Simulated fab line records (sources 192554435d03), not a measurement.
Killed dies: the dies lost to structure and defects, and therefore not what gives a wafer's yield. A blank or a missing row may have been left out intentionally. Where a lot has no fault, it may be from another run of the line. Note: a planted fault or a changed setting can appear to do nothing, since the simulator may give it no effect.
Split-lot trial || flow n5Finfet || 21 wafers read from 7 lots, route of 1938 steps

## ON THE SPLIT
At N5_SD_EPI_N_EPI_21 (deposits Si:P, time 690 s), the setting epiGrowthTimeS was moved away from the recipe's 690 s on 11 of the 21 wafers read, by -10.1% to +9.7%. This setting was run at the recipe's value on the other wafers.

## FROM THE SPLIT TO THE READING: what the file shows between them, 5 steps
- N5_SD_EPI_N_PRECLEAN_24: cleans in O3/DIW, time 60 s
- N5_SD_EPI_N_SRD_25: time 30 s
- N5_SD_EPI_N_PRECLEAN_49: cleans in NF3:NH3, afs cycles 1, time 20 s, sublimation time 60 s
- N5_SD_ACTIVATION_RTA_00: time 0 s
- N5_SD_ACTIVATION_LSA_01: time 0.0008 s

## THE READING
RS_SD_N, in ohm/sq, at N5_SD_ACTIVATION_RS_MEAS_03 (measures by four-point-probe). On this fab line, fault-free wafers typically give 21.92 ohm/sq with a standard deviation of 0.25 ohm/sq.

{"wafer": "L074.1", "tool, chamber at the split": "epiRpcvd-04, 0", "epiGrowthTimeS as run, s": 756.8, "against the recipe": "+9.7%", "RS_SD_N, ohm/sq": 20.27, "against lot-mates on the recipe": -1.60}
{"wafer": "L074.4", "tool, chamber at the split": "epiRpcvd-04, 0", "epiGrowthTimeS as run, s": 690, "against the recipe": "recipe", "RS_SD_N, ohm/sq": 21.87, "against lot-mates on the recipe": "-"}
{"wafer": "L074.5", "tool, chamber at the split": "epiRpcvd-04, 0", "epiGrowthTimeS as run, s": 756.8, "against the recipe": "+9.7%", "RS_SD_N, ohm/sq": 20.55, "against lot-mates on the recipe": -1.32}
{"wafer": "L075.3", "tool, chamber at the split": "epiRpcvd-02, 0", "epiGrowthTimeS as run, s": 690, "against the recipe": "recipe", "RS_SD_N, ohm/sq": 22.20, "against lot-mates on the recipe": "-"}
{"wafer": "L075.4", "tool, chamber at the split": "epiRpcvd-02, 0", "epiGrowthTimeS as run, s": 690, "against the recipe": "recipe", "RS_SD_N, ohm/sq": 22.22, "against lot-mates on the recipe": "-"}
{"wafer": "L075.5", "tool, chamber at the split": "epiRpcvd-02, 0", "epiGrowthTimeS as run, s": 690, "against the recipe": "recipe", "RS_SD_N, ohm/sq": 21.97, "against lot-mates on the recipe": "-"}
{"wafer": "L085.2", "tool, chamber at the split": "epiRpcvd-04, 0", "epiGrowthTimeS as run, s": 690, "against the recipe": "recipe", "RS_SD_N, ohm/sq": 21.80, "against lot-mates on the recipe": "-"}
{"wafer": "L085.3", "tool, chamber at the split": "epiRpcvd-04, 0", "epiGrowthTimeS as run, s": 648.7, "against the recipe": "-6.0%", "RS_SD_N, ohm/sq": 22.89, "against lot-mates on the recipe": "+0.98"}
{"wafer": "L085.4", "tool, chamber at the split": "epiRpcvd-04, 0", "epiGrowthTimeS as run, s": 690, "against the recipe": "recipe", "RS_SD_N, ohm/sq": 22.01, "against lot-mates on the recipe": "-"}
{"wafer": "L086.2", "tool, chamber at the split": "epiRpcvd-02, 0", "epiGrowthTimeS as run, s": 620.4, "against the recipe": "-10.1%", "RS_SD_N, ohm/sq": 23.73, "against lot-mates on the recipe": "no lot-mate on the recipe"}
{"wafer": "L086.3", "tool, chamber at the split": "epiRpcvd-02, 0", "epiGrowthTimeS as run, s": 620.4, "against the recipe": "-10.1%", "RS_SD_N, ohm/sq": 23.46, "against lot-mates on the recipe": "no lot-mate on the recipe"}
{"wafer": "L086.4", "tool, chamber at the split": "epiRpcvd-02, 0", "epiGrowthTimeS as run, s": 620.4, "against the recipe": "-10.1%", "RS_SD_N, ohm/sq": 23.16, "against lot-mates on the recipe": "no lot-mate on the recipe"}
{"wafer": "L089.2", "tool, chamber at the split": "epiRpcvd-02, 0", "epiGrowthTimeS as run, s": 659.6, "against the recipe": "-4.4%", "RS_SD_N, ohm/sq": 22.89, "against lot-mates on the recipe": "no lot-mate on the recipe"}
{"wafer": "L089.4", "tool, chamber at the split": "epiRpcvd-02, 0", "epiGrowthTimeS as run, s": 659.6, "against the recipe": "-4.4%", "RS_SD_N, ohm/sq": 22.52, "against lot-mates on the recipe": "no lot-mate on the recipe"}
{"wafer": "L089.5", "tool, chamber at the split": "epiRpcvd-02, 0", "epiGrowthTimeS as run, s": 659.6, "against the recipe": "-4.4%", "RS_SD_N, ohm/sq": 22.60, "against lot-mates on the recipe": "no lot-mate on the recipe"}
{"wafer": "L095.3", "tool, chamber at the split": "epiRpcvd-02, 0", "epiGrowthTimeS as run, s": 753.3, "against the recipe": "+9.2%", "RS_SD_N, ohm/sq": 20.39, "against lot-mates on the recipe": -1.31}
{"wafer": "L095.4", "tool, chamber at the split": "epiRpcvd-02, 0", "epiGrowthTimeS as run, s": 690, "against the recipe": "recipe", "RS_SD_N, ohm/sq": 21.59, "against lot-mates on the recipe": "-"}
{"wafer": "L095.5", "tool, chamber at the split": "epiRpcvd-02, 0", "epiGrowthTimeS as run, s": 690, "against the recipe": "recipe", "RS_SD_N, ohm/sq": 21.82, "against lot-mates on the recipe": "-"}
{"wafer": "L096.3", "tool, chamber at the split": "epiRpcvd-02, 0", "epiGrowthTimeS as run, s": 637, "against the recipe": "-7.7%", "RS_SD_N, ohm/sq": 23.35, "against lot-mates on the recipe": "+1.23"}
{"wafer": "L096.5", "tool, chamber at the split": "epiRpcvd-02, 0", "epiGrowthTimeS as run, s": 690, "against the recipe": "recipe", "RS_SD_N, ohm/sq": 22.03, "against lot-mates on the recipe": "-"}
{"wafer": "L096.6", "tool, chamber at the split": "epiRpcvd-02, 0", "epiGrowthTimeS as run, s": 690, "against the recipe": "recipe", "RS_SD_N, ohm/sq": 22.21, "against lot-mates on the recipe": "-"}

THE FIT
A straight line over all 21 wafers: RS_SD_N changes by -0.158 ohm/sq for each +1% of epiGrowthTimeS; r = -0.98; the points scatter about the line by 0.2 ohm/sq.
The same after taking each lot's own level away (the mean of its wafers on the recipe; 15 wafers): -0.153 ohm/sq for each +1%; r = -0.99; scatter 0.11 ohm/sq.
The reading moves by 1.5 ohm/sq for the largest change in epiGrowthTimeS, on that fit.
The lots' own levels span 21.705 to 22.130 ohm/sq, that is 1.7 times the standard deviation above.
Consequently the slope shifts little with the lot-to-lot level, the two slopes agreeing.
Check: with one of the wafers moved furthest among these (+9.7%) left out of the fit, the line predicts -1.41 ohm/sq for it against its lot-mates. It came out at -1.6 ohm/sq against them.

## THESE WAFERS: OTHER SPLITS
These wafers also went through other splits before the reading. Each is held against what the fit with the lots' levels taken away leaves over:
{"other split on the same wafers": "N5_PMOS_HMC_CHANNEL_EPI_PEB_07 pebTimeS", "wafers away from the commonest value": 5, "r with RS_SD_N (lot level and that fit taken away)": -0.10}
{"other split on the same wafers": "N5_PMOS_HMC_CHANNEL_EPI_DEVELOP_08 developTimeS", "wafers away from the commonest value": 8, "r with RS_SD_N (lot level and that fit taken away)": "+0.29"}
{"other split on the same wafers": "N5_FIN_CUT_COAT_02 spinRpm", "wafers away from the commonest value": 7, "r with RS_SD_N (lot level and that fit taken away)": -0.38}
{"other split on the same wafers": "N5_STI_FIN_REVEAL_ETCHBACK_08 timeS", "wafers away from the commonest value": 4, "r with RS_SD_N (lot level and that fit taken away)": "+0.23"}
{"other split on the same wafers": "N5_STI_FIN_REVEAL_PRECLEAN_17 timeS", "wafers away from the commonest value": 9, "r with RS_SD_N (lot level and that fit taken away)": "+0.08"}
{"other split on the same wafers": "N5_SD_EPI_N_ETCH_45 targetDepthA", "wafers away from the commonest value": 5, "r with RS_SD_N (lot level and that fit taken away)": "+0.12"}

## THE WHOLE CHAIN: every reading that the file lists as answering this split, in the file's order
{"step": "N5_SD_EPI_N_EPI_21", "what it does": "deposits Si:P, time 690 s", "reading": "Si-P_of_SD_EPI_N_EPI_21.thkNm (the simulator's own value, which no gauge read)", "change (the file's fit)": "+0.418 nm for each +1% of the setting", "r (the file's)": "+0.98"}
{"step": "N5_SD_EPI_N_PRECLEAN_24", "what it does": "cleans in O3/DIW, time 60 s", "reading": "Si-P_of_SD_EPI_N_EPI_21.thkNm (the simulator's own value, which no gauge read)", "change (the file's fit)": "+0.415 nm for each +1% of the setting", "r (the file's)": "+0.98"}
{"step": "N5_SD_ACTIVATION_RS_MEAS_03", "what it does": "measures by four-point-probe", "reading": "RS_SD_N", "change (the file's fit)": "-0.152 for each +1% of the setting", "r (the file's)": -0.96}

## FILE'S OWN FIT
RS_SD_N changes by -0.152 ohm/sq for each +1% of epiGrowthTimeS, r = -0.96.
